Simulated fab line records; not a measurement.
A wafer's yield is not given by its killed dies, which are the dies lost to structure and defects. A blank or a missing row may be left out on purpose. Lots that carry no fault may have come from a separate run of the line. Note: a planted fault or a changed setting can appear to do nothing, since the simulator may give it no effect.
Matching of chambers ; flow n5_finfet ; N5_HKMG_FIN_ALD_75 on ald_hk-02 has 4 sister chambers
The step deposits Al2O3, target thk 1 nm, co reactant pulse time 1 s. 8 wafers are shown with their chamber, then 12 later ones without.

## WAFERS, EACH WITH ITS CHAMBER
wafer;chamber;heater_power_w (W);precursor_pulse_height_rel
L086.3;2;150;1.003
L089.2;0;167;1.018
L089.3;2;151;0.967
L091.1;1;178;1.017
L091.6;3;125;0.961
L092.1;1;181;0.989
L092.2;0;164;1.028
L092.3;3;126;1.019

## WAFERS MISSING THEIR CHAMBER
wafer;heater_power_w (W);precursor_pulse_height_rel
L092.4;142;0.998
L092.5;147;0.986
L092.6;175;0.997
L093.3;181;0.998
L093.4;124;1.033
L093.5;181;1.016
L095.1;146;0.984
L095.2;181;0.973
L095.3;126;0.990
L095.4;169;1.006
L095.5;166;0.995
L095.6;126;1.032

## EACH ONE'S CHAMBER
wafer;from the rows above;in truth
L092.4;2;2
L092.5;2;2
L092.6;1;1
L093.3;1;1
L093.4;3;3
L093.5;1;1
L095.1;2;2
L095.2;1;1
L095.3;3;3
L095.4;0;0
L095.5;0;0
L095.6;3;3
12 of 12 placed correctly. Left unplaced by these rows: 0. Number placed wrongly: 0.
How it was worked out, from the rows above alone: a wafer's distance from a chamber is the root of the sum, over the readings, of the square of ((its reading less the chamber's mean) divided by the reading's scatter). If the next closest chamber is less than 2 further off than the closest, the wafer can't be placed; otherwise it belongs to the closest. A chamber's mean is the mean of its shown wafers. The scatter: the root of (the sum of the squares of (reading less its chamber's mean) over the shown wafers, divided by (wafers less chambers)).
